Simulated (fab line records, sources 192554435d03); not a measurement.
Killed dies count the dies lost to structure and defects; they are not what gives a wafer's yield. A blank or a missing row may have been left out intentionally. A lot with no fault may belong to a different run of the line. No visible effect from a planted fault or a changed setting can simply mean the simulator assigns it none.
The tool behind it: which one? / flow n5_finfet / Sampling: 24 lots, 72 wafers, 5 of 1938 route steps

== WHAT THE GAUGES SHOWED, per wafer ==
N5_BEOL_M14_INSPECT_30: inspects for defects (macro). Usual: raw_defect_count reads 2.2 (standard deviation 1.4).
lot=L074; measured=day 11 22:56; on=defect_inspect-01; raw_defect_count=1 0 1; flag=
lot=L075; measured=day 12 08:17; on=defect_inspect-02; raw_defect_count=2 4 2; flag=
lot=L077; measured=day 12 14:30; on=defect_inspect-01; raw_defect_count=3 3 3; flag=
lot=L076; measured=day 12 18:48; on=defect_inspect-02; raw_defect_count=1 5 2; flag=
lot=L079; measured=day 12 23:52; on=defect_inspect-02; raw_defect_count=2 2 2; flag=
lot=L078; measured=day 13 10:08; on=defect_inspect-01; raw_defect_count=3 0 4; flag=
lot=L080; measured=day 13 12:53; on=defect_inspect-02; raw_defect_count=0 5 2; flag=
lot=L081; measured=day 13 19:17; on=defect_inspect-01; raw_defect_count=2 3 2; flag=
lot=L082; measured=day 13 21:57; on=defect_inspect-01; raw_defect_count=2 2 2; flag=
lot=L083; measured=day 14 05:55; on=defect_inspect-01; raw_defect_count=2 3 1; flag=
lot=L084; measured=day 14 07:40; on=defect_inspect-01; raw_defect_count=2 0 0; flag=
lot=L085; measured=day 14 23:14; on=defect_inspect-02; raw_defect_count=1 1 6; flag=
lot=L087; measured=day 15 02:55; on=defect_inspect-02; raw_defect_count=3 3 0; flag=
lot=L088; measured=day 15 02:58; on=defect_inspect-02; raw_defect_count=5 4 2; flag=
lot=L086; measured=day 15 04:25; on=defect_inspect-02; raw_defect_count=3 6 0; flag=
lot=L089; measured=day 15 11:20; on=defect_inspect-02; raw_defect_count=1 0 1; flag=
lot=L091; measured=day 15 15:07; on=defect_inspect-02; raw_defect_count=3 0 2; flag=
lot=L090; measured=day 15 21:09; on=defect_inspect-01; raw_defect_count=1 3 4; flag=
lot=L092; measured=day 16 08:38; on=defect_inspect-02; raw_defect_count=3 4 3; flag=
lot=L093; measured=day 16 09:35; on=defect_inspect-02; raw_defect_count=1 1 3; flag=
lot=L094; measured=day 16 16:38; on=defect_inspect-01; raw_defect_count=1 3 0; flag=
lot=L095; measured=day 17 00:47; on=defect_inspect-01; raw_defect_count=1 4 1; flag=
lot=L097; measured=day 17 19:31; on=defect_inspect-01; raw_defect_count=3 2 3; flag=
lot=L096; measured=day 18 03:25; on=defect_inspect-01; raw_defect_count=2 2 4; flag=

N5_BEOL_M15_INSPECT_30: inspects for defects (macro). Usual: raw_defect_count reads 1.9 (standard deviation 1.4).
lot=L074; measured=day 12 12:05; on=defect_inspect-02; raw_defect_count=3 2 3; flag=
lot=L075; measured=day 12 14:53; on=defect_inspect-02; raw_defect_count=0 4 2; flag=
lot=L077; measured=day 12 22:41; on=defect_inspect-01; raw_defect_count=1 1 0; flag=
lot=L076; measured=day 13 00:47; on=defect_inspect-02; raw_defect_count=2 6 3; flag=
lot=L079; measured=day 13 12:32; on=defect_inspect-01; raw_defect_count=0 1 1; flag=
lot=L078; measured=day 13 18:25; on=defect_inspect-02; raw_defect_count=3 3 2; flag=
lot=L080; measured=day 13 19:23; on=defect_inspect-01; raw_defect_count=1 3 1; flag=
lot=L081; measured=day 14 01:06; on=defect_inspect-02; raw_defect_count=3 3 0; flag=
lot=L082; measured=day 14 03:13; on=defect_inspect-02; raw_defect_count=4 4 1; flag=
lot=L083; measured=day 14 12:38; on=defect_inspect-02; raw_defect_count=1 3 2; flag=
lot=L084; measured=day 14 12:58; on=defect_inspect-02; raw_defect_count=0 2 0; flag=
lot=L085; measured=day 15 04:32; on=defect_inspect-02; raw_defect_count=0 0 0; flag=
lot=L087; measured=day 15 08:04; on=defect_inspect-02; raw_defect_count=4 2 2; flag=
lot=L088; measured=day 15 10:45; on=defect_inspect-02; raw_defect_count=3 0 1; flag=
lot=L086; measured=day 15 11:34; on=defect_inspect-02; raw_defect_count=0 1 0; flag=
lot=L089; measured=day 15 16:14; on=defect_inspect-01; raw_defect_count=2 1 1; flag=
lot=L091; measured=day 15 23:12; on=defect_inspect-01; raw_defect_count=2 2 3; flag=
lot=L090; measured=day 16 03:25; on=defect_inspect-02; raw_defect_count=3 2 2; flag=
lot=L092; measured=day 16 16:12; on=defect_inspect-02; raw_defect_count=4 4 0; flag=
lot=L093; measured=day 16 17:56; on=defect_inspect-02; raw_defect_count=1 2 4; flag=
lot=L094; measured=day 16 23:29; on=defect_inspect-02; raw_defect_count=1 2 2; flag=
lot=L095; measured=day 17 05:16; on=defect_inspect-01; raw_defect_count=2 2 3; flag=
lot=L097; measured=day 18 03:29; on=defect_inspect-01; raw_defect_count=0 1 1; flag=
lot=L096; measured=day 18 12:02; on=defect_inspect-01; raw_defect_count=1 1 2; flag=

== WHAT TOOL EACH LOT RAN ON (gives the tool, then ch and the chambers of the sampled wafers, and finally the start) ==
lot=L074; N5_BEOL_M14_DEGAS_41=pvd_sputter-02, day 12 08:34; N5_BEOL_M14_SPUTTER_43=pvd_sputter-02, day 12 08:39; N5_BEOL_M15_ETCH_57=rie_diel-02 ch 1,3, day 12 11:16
lot=L075; N5_BEOL_M14_DEGAS_41=pvd_sputter-02, day 12 11:07; N5_BEOL_M14_SPUTTER_43=pvd_sputter-02, day 12 11:11; N5_BEOL_M15_ETCH_57=rie_diel-04 ch 0,3, day 12 13:56
lot=L077; N5_BEOL_M14_DEGAS_41=pvd_sputter-03, day 12 18:47; N5_BEOL_M14_SPUTTER_43=pvd_sputter-03, day 12 18:52; N5_BEOL_M15_ETCH_57=rie_diel-06 ch 2,3, day 12 21:43
lot=L076; N5_BEOL_M14_DEGAS_41=pvd_sputter-03, day 12 20:23; N5_BEOL_M14_SPUTTER_43=pvd_sputter-03, day 12 20:28; N5_BEOL_M15_ETCH_57=rie_diel-02 ch 0,1,3, day 12 23:49
lot=L079; N5_BEOL_M14_DEGAS_41=pvd_sputter-02, day 13 08:59; N5_BEOL_M14_SPUTTER_43=pvd_sputter-02, day 13 09:04; N5_BEOL_M15_ETCH_57=rie_diel-06 ch 0,2, day 13 11:42
lot=L078; N5_BEOL_M14_DEGAS_41=pvd_sputter-01, day 13 14:47; N5_BEOL_M14_SPUTTER_43=pvd_sputter-01, day 13 14:52; N5_BEOL_M15_ETCH_57=rie_diel-06 ch 1,2,3, day 13 17:36
lot=L080; N5_BEOL_M14_DEGAS_41=pvd_sputter-03, day 13 14:52; N5_BEOL_M14_SPUTTER_43=pvd_sputter-03, day 13 14:56; N5_BEOL_M15_ETCH_57=rie_diel-06 ch 0,2,3, day 13 18:34
lot=L081; N5_BEOL_M14_DEGAS_41=pvd_sputter-03, day 13 21:08; N5_BEOL_M14_SPUTTER_43=pvd_sputter-03, day 13 21:13; N5_BEOL_M15_ETCH_57=rie_diel-06 ch 0,1,2, day 14 00:16
lot=L082; N5_BEOL_M14_DEGAS_41=pvd_sputter-01, day 13 23:41; N5_BEOL_M14_SPUTTER_43=pvd_sputter-01, day 13 23:46; N5_BEOL_M15_ETCH_57=rie_diel-02 ch 0,2,3, day 14 02:16
lot=L083; N5_BEOL_M14_DEGAS_41=pvd_sputter-01, day 14 09:07; N5_BEOL_M14_SPUTTER_43=pvd_sputter-01, day 14 09:11; N5_BEOL_M15_ETCH_57=rie_diel-02 ch 0,1,3, day 14 11:47
lot=L084; N5_BEOL_M14_DEGAS_41=pvd_sputter-02, day 14 09:17; N5_BEOL_M14_SPUTTER_43=pvd_sputter-02, day 14 09:22; N5_BEOL_M15_ETCH_57=rie_diel-06 ch 0,1,3, day 14 12:08
lot=L085; N5_BEOL_M14_DEGAS_41=pvd_sputter-01, day 15 00:40; N5_BEOL_M14_SPUTTER_43=pvd_sputter-01, day 15 00:45; N5_BEOL_M15_ETCH_57=rie_diel-06 ch 1,2,3, day 15 03:41
lot=L087; N5_BEOL_M14_DEGAS_41=pvd_sputter-02, day 15 04:22; N5_BEOL_M14_SPUTTER_43=pvd_sputter-02, day 15 04:26; N5_BEOL_M15_ETCH_57=rie_diel-04 ch 0,1, day 15 07:14
lot=L088; N5_BEOL_M14_DEGAS_41=pvd_sputter-02, day 15 07:08; N5_BEOL_M14_SPUTTER_43=pvd_sputter-02, day 15 07:13; N5_BEOL_M15_ETCH_57=rie_diel-04 ch 0,1, day 15 09:55
lot=L086; N5_BEOL_M14_DEGAS_41=pvd_sputter-02, day 15 08:02; N5_BEOL_M14_SPUTTER_43=pvd_sputter-02, day 15 08:07; N5_BEOL_M15_ETCH_57=rie_diel-04 ch 0,2, day 15 10:44
lot=L089; N5_BEOL_M14_DEGAS_41=pvd_sputter-03, day 15 12:49; N5_BEOL_M14_SPUTTER_43=pvd_sputter-03, day 15 12:54; N5_BEOL_M15_ETCH_57=rie_diel-02 ch 0,2,3, day 15 15:24
lot=L091; N5_BEOL_M14_DEGAS_41=pvd_sputter-03, day 15 19:25; N5_BEOL_M14_SPUTTER_43=pvd_sputter-03, day 15 19:29; N5_BEOL_M15_ETCH_57=rie_diel-06 ch 1,2, day 15 22:22
lot=L090; N5_BEOL_M14_DEGAS_41=pvd_sputter-02, day 15 23:17; N5_BEOL_M14_SPUTTER_43=pvd_sputter-02, day 15 23:23; N5_BEOL_M15_ETCH_57=rie_diel-06 ch 1,2, day 16 02:20
lot=L092; N5_BEOL_M14_DEGAS_41=pvd_sputter-03, day 16 12:25; N5_BEOL_M14_SPUTTER_43=pvd_sputter-03, day 16 12:30; N5_BEOL_M15_ETCH_57=rie_diel-06 ch 0,3, day 16 15:11
lot=L093; N5_BEOL_M14_DEGAS_41=pvd_sputter-01, day 16 14:09; N5_BEOL_M14_SPUTTER_43=pvd_sputter-01, day 16 14:14; N5_BEOL_M15_ETCH_57=rie_diel-02 ch 0,1,2, day 16 16:59
lot=L094; N5_BEOL_M14_DEGAS_41=pvd_sputter-03, day 16 19:50; N5_BEOL_M14_SPUTTER_43=pvd_sputter-03, day 16 19:55; N5_BEOL_M15_ETCH_57=rie_diel-04 ch 0,1,3, day 16 22:32
lot=L095; N5_BEOL_M14_DEGAS_41=pvd_sputter-01, day 17 01:44; N5_BEOL_M14_SPUTTER_43=pvd_sputter-01, day 17 01:49; N5_BEOL_M15_ETCH_57=rie_diel-02 ch 0,1,2, day 17 04:26
lot=L097; N5_BEOL_M14_DEGAS_41=pvd_sputter-01, day 17 23:10; N5_BEOL_M14_SPUTTER_43=pvd_sputter-01, day 17 23:14; N5_BEOL_M15_ETCH_57=rie_diel-02 ch 0,3, day 18 02:40
lot=L096; N5_BEOL_M14_DEGAS_41=pvd_sputter-02, day 18 08:30; N5_BEOL_M14_SPUTTER_43=pvd_sputter-02, day 18 08:35; N5_BEOL_M15_ETCH_57=rie_diel-06 ch 1,2,3, day 18 11:05
- N5_BEOL_M14_DEGAS_41: time 60 s.
- N5_BEOL_M14_SPUTTER_43: material TaN, target thk 15 nm, time 24.19 s.
- N5_BEOL_M15_ETCH_57: etches SOC in N2/H2, time 750 s.

== AS READ BY THE TOOLS THEMSELVES (means over the sampled wafers that have a number; for cases with no such wafer, the mark the record gives instead) ==
N5_BEOL_M14_DEGAS_41. Usual: heater_power_w reads 470 W (standard deviation 31).
lot=L074; tool=pvd_sputter-02; heater_power_w (W)=478; flag=
lot=L075; tool=pvd_sputter-02; heater_power_w (W)=470; flag=
lot=L077; tool=pvd_sputter-03; heater_power_w (W)=465; flag=
lot=L076; tool=pvd_sputter-03; heater_power_w (W)=490; flag=
lot=L079; tool=pvd_sputter-02; heater_power_w (W)=464; flag=
lot=L078; tool=pvd_sputter-01; heater_power_w (W)=496; flag=
lot=L080; tool=pvd_sputter-03; heater_power_w (W)=479; flag=
lot=L081; tool=pvd_sputter-03; heater_power_w (W)=471; flag=
lot=L082; tool=pvd_sputter-01; heater_power_w (W)=468; flag=
lot=L083; tool=pvd_sputter-01; heater_power_w (W)=457; flag=
lot=L084; tool=pvd_sputter-02; heater_power_w (W)=473; flag=
lot=L085; tool=pvd_sputter-01; heater_power_w (W)=487; flag=
lot=L087; tool=pvd_sputter-02; heater_power_w (W)=461; flag=
lot=L088; tool=pvd_sputter-02; heater_power_w (W)=457; flag=
lot=L086; tool=pvd_sputter-02; heater_power_w (W)=466; flag=
lot=L089; tool=pvd_sputter-03; heater_power_w (W)=470; flag=
lot=L091; tool=pvd_sputter-03; heater_power_w (W)=501; flag=
lot=L090; tool=pvd_sputter-02; heater_power_w (W)=477; flag=
lot=L092; tool=pvd_sputter-03; heater_power_w (W)=457; flag=
lot=L093; tool=pvd_sputter-01; heater_power_w (W)=463; flag=
lot=L094; tool=pvd_sputter-03; heater_power_w (W)=482; flag=
lot=L095; tool=pvd_sputter-01; heater_power_w (W)=467; flag=
lot=L097; tool=pvd_sputter-01; heater_power_w (W)=436; flag=
lot=L096; tool=pvd_sputter-02; heater_power_w (W)=464; flag=

N5_BEOL_M14_SPUTTER_43. Usual: throttle_valve_pct reads 30.6 % (standard deviation 0.85).
lot=L074; tool=pvd_sputter-02; throttle_valve_pct (%)=30.7; flag=
lot=L075; tool=pvd_sputter-02; throttle_valve_pct (%)=30.3; flag=
lot=L077; tool=pvd_sputter-03; throttle_valve_pct (%)=29.5; flag=
lot=L076; tool=pvd_sputter-03; throttle_valve_pct (%)=31.7; flag=
lot=L079; tool=pvd_sputter-02; throttle_valve_pct (%)=30.2; flag=
lot=L078; tool=pvd_sputter-01; throttle_valve_pct (%)=30.4; flag=
lot=L080; tool=pvd_sputter-03; throttle_valve_pct (%)=31.0; flag=
lot=L081; tool=pvd_sputter-03; throttle_valve_pct (%)=29.2; flag=
lot=L082; tool=pvd_sputter-01; throttle_valve_pct (%)=31.1; flag=
lot=L083; tool=pvd_sputter-01; throttle_valve_pct (%)=31.1; flag=
lot=L084; tool=pvd_sputter-02; throttle_valve_pct (%)=30.2; flag=
lot=L085; tool=pvd_sputter-01; throttle_valve_pct (%)=30.7; flag=
lot=L087; tool=pvd_sputter-02; throttle_valve_pct (%)=30.5; flag=
lot=L088; tool=pvd_sputter-02; throttle_valve_pct (%)=30.3; flag=
lot=L086; tool=pvd_sputter-02; throttle_valve_pct (%)=30.3; flag=
lot=L089; tool=pvd_sputter-03; throttle_valve_pct (%)=30.6; flag=
lot=L091; tool=pvd_sputter-03; throttle_valve_pct (%)=31.0; flag=
lot=L090; tool=pvd_sputter-02; throttle_valve_pct (%)=30.6; flag=
lot=L092; tool=pvd_sputter-03; throttle_valve_pct (%)=29.8; flag=
lot=L093; tool=pvd_sputter-01; throttle_valve_pct (%)=31.1; flag=
lot=L094; tool=pvd_sputter-03; throttle_valve_pct (%)=30.3; flag=
lot=L095; tool=pvd_sputter-01; throttle_valve_pct (%)=31.1; flag=
lot=L097; tool=pvd_sputter-01; throttle_valve_pct (%)=31.5; flag=
lot=L096; tool=pvd_sputter-02; throttle_valve_pct (%)=30.2; flag=

N5_BEOL_M15_ETCH_57. Usual: drypump_motor_current_A 5.5 A, standard deviation 0.48; h2_flow_sccm 199.9 sccm, standard deviation 0.57; oes_product_au 0.81 a.u., standard deviation 0.079; rf_vpp_V 523.3 V, standard deviation 2.6; showerhead_plenum_p_Torr 2.52 Torr, standard deviation 0.097; throttle_valve_pct 17.8 %, standard deviation 0.3.
lot=L074; tool=rie_diel-02; drypump_motor_current_A (A)=5.3; h2_flow_sccm (sccm)=199.7; oes_product_au (a.u.)=0.77; rf_vpp_V (V)=521.4; showerhead_plenum_p_Torr (Torr)=2.43; throttle_valve_pct (%)=17.9; flag=
lot=L075; tool=rie_diel-04; drypump_motor_current_A (A)=5.5; h2_flow_sccm (sccm)=199.5; oes_product_au (a.u.)=0.83; rf_vpp_V (V)=523.2; showerhead_plenum_p_Torr (Torr)=2.54; throttle_valve_pct (%)=17.9; flag=
lot=L077; tool=rie_diel-06; drypump_motor_current_A (A)=5.1; h2_flow_sccm (sccm)=200.3; oes_product_au (a.u.)=0.76; rf_vpp_V (V)=522.4; showerhead_plenum_p_Torr (Torr)=2.48; throttle_valve_pct (%)=18.0; flag=
lot=L076; tool=rie_diel-02; drypump_motor_current_A (A)=5.6; h2_flow_sccm (sccm)=200.2; oes_product_au (a.u.)=0.76; rf_vpp_V (V)=522.3; showerhead_plenum_p_Torr (Torr)=2.45; throttle_valve_pct (%)=17.9; flag=
lot=L079; tool=rie_diel-06; drypump_motor_current_A (A)=5.2; h2_flow_sccm (sccm)=199.7; oes_product_au (a.u.)=0.82; rf_vpp_V (V)=522.9; showerhead_plenum_p_Torr (Torr)=2.51; throttle_valve_pct (%)=17.9; flag=
lot=L078; tool=rie_diel-06; drypump_motor_current_A (A)=5.1; h2_flow_sccm (sccm)=200.1; oes_product_au (a.u.)=0.83; rf_vpp_V (V)=524.7; showerhead_plenum_p_Torr (Torr)=2.58; throttle_valve_pct (%)=17.8; flag=
lot=L080; tool=rie_diel-06; drypump_motor_current_A (A)=5.1; h2_flow_sccm (sccm)=200.1; oes_product_au (a.u.)=0.78; rf_vpp_V (V)=521.6; showerhead_plenum_p_Torr (Torr)=2.49; throttle_valve_pct (%)=18.0; flag=
lot=L081; tool=rie_diel-06; drypump_motor_current_A (A)=5.1; h2_flow_sccm (sccm)=199.6; oes_product_au (a.u.)=0.85; rf_vpp_V (V)=525.1; showerhead_plenum_p_Torr (Torr)=2.59; throttle_valve_pct (%)=17.7; flag=
lot=L082; tool=rie_diel-02; drypump_motor_current_A (A)=5.6; h2_flow_sccm (sccm)=200.5; oes_product_au (a.u.)=0.80; rf_vpp_V (V)=521.9; showerhead_plenum_p_Torr (Torr)=2.47; throttle_valve_pct (%)=17.9; flag=
lot=L083; tool=rie_diel-02; drypump_motor_current_A (A)=5.6; h2_flow_sccm (sccm)=199.9; oes_product_au (a.u.)=0.76; rf_vpp_V (V)=522.4; showerhead_plenum_p_Torr (Torr)=2.45; throttle_valve_pct (%)=17.9; flag=
lot=L084; tool=rie_diel-06; drypump_motor_current_A (A)=5.3; h2_flow_sccm (sccm)=200.2; oes_product_au (a.u.)=0.79; rf_vpp_V (V)=522.9; showerhead_plenum_p_Torr (Torr)=2.53; throttle_valve_pct (%)=18.0; flag=
lot=L085; tool=rie_diel-06; drypump_motor_current_A (A)=5.1; h2_flow_sccm (sccm)=199.7; oes_product_au (a.u.)=0.82; rf_vpp_V (V)=524.4; showerhead_plenum_p_Torr (Torr)=2.57; throttle_valve_pct (%)=17.8; flag=
lot=L087; tool=rie_diel-04; drypump_motor_current_A (A)=6.2; h2_flow_sccm (sccm)=200.1; oes_product_au (a.u.)=0.78; rf_vpp_V (V)=523.0; showerhead_plenum_p_Torr (Torr)=2.52; throttle_valve_pct (%)=17.7; flag=
lot=L088; tool=rie_diel-04; drypump_motor_current_A (A)=6.2; h2_flow_sccm (sccm)=199.4; oes_product_au (a.u.)=0.79; rf_vpp_V (V)=524.5; showerhead_plenum_p_Torr (Torr)=2.51; throttle_valve_pct (%)=17.7; flag=
lot=L086; tool=rie_diel-04; drypump_motor_current_A (A)=5.8; h2_flow_sccm (sccm)=199.4; oes_product_au (a.u.)=0.87; rf_vpp_V (V)=523.0; showerhead_plenum_p_Torr (Torr)=2.53; throttle_valve_pct (%)=18.0; flag=
lot=L089; tool=rie_diel-02; drypump_motor_current_A (A)=5.6; h2_flow_sccm (sccm)=200.0; oes_product_au (a.u.)=0.79; rf_vpp_V (V)=522.1; showerhead_plenum_p_Torr (Torr)=2.47; throttle_valve_pct (%)=17.9; flag=
lot=L091; tool=rie_diel-06; drypump_motor_current_A (A)=5.0; h2_flow_sccm (sccm)=200.0; oes_product_au (a.u.)=0.87; rf_vpp_V (V)=527.1; showerhead_plenum_p_Torr (Torr)=2.67; throttle_valve_pct (%)=17.6; flag=
lot=L090; tool=rie_diel-06; drypump_motor_current_A (A)=5.0; h2_flow_sccm (sccm)=200.0; oes_product_au (a.u.)=0.87; rf_vpp_V (V)=527.9; showerhead_plenum_p_Torr (Torr)=2.67; throttle_valve_pct (%)=17.6; flag=
lot=L092; tool=rie_diel-06; drypump_motor_current_A (A)=5.3; h2_flow_sccm (sccm)=200.4; oes_product_au (a.u.)=0.71; rf_vpp_V (V)=520.7; showerhead_plenum_p_Torr (Torr)=2.42; throttle_valve_pct (%)=18.2; flag=
lot=L093; tool=rie_diel-02; drypump_motor_current_A (A)=5.9; h2_flow_sccm (sccm)=200.0; oes_product_au (a.u.)=0.80; rf_vpp_V (V)=521.7; showerhead_plenum_p_Torr (Torr)=2.48; throttle_valve_pct (%)=17.7; flag=
lot=L094; tool=rie_diel-04; drypump_motor_current_A (A)=5.8; h2_flow_sccm (sccm)=199.9; oes_product_au (a.u.)=0.83; rf_vpp_V (V)=523.3; showerhead_plenum_p_Torr (Torr)=2.55; throttle_valve_pct (%)=17.7; flag=
lot=L095; tool=rie_diel-02; drypump_motor_current_A (A)=5.9; h2_flow_sccm (sccm)=199.8; oes_product_au (a.u.)=0.79; rf_vpp_V (V)=522.7; showerhead_plenum_p_Torr (Torr)=2.47; throttle_valve_pct (%)=17.7; flag=
lot=L097; tool=rie_diel-02; drypump_motor_current_A (A)=5.4; h2_flow_sccm (sccm)=199.7; oes_product_au (a.u.)=0.72; rf_vpp_V (V)=520.7; showerhead_plenum_p_Torr (Torr)=2.43; throttle_valve_pct (%)=18.2; flag=
lot=L096; tool=rie_diel-06; drypump_motor_current_A (A)=5.1; h2_flow_sccm (sccm)=200.2; oes_product_au (a.u.)=0.79; rf_vpp_V (V)=523.9; showerhead_plenum_p_Torr (Torr)=2.56; throttle_valve_pct (%)=17.9; flag=

== THE ANSWER, worked out from the rows above alone ==
Rule: take the mean of a lot's wafers that have a number; if it is more than 3 standard deviations from the usual mean, the lot is off. Also off: a lot with no number at a reading for which 4 or more lots have one. Where the step has rows for the other lots, those lots are counted as sound. After the gauges, taken in route order, come the tools' own readings; for these a lot's mean is taken, as printed above. At the first step where some lot is off, the reading lying furthest off is the one used; lots without a number count as furthest.
No lot is off at any reading shown: from this, nothing can be told.

== WHAT WAS PUT IN BY THE SIMULATOR ==
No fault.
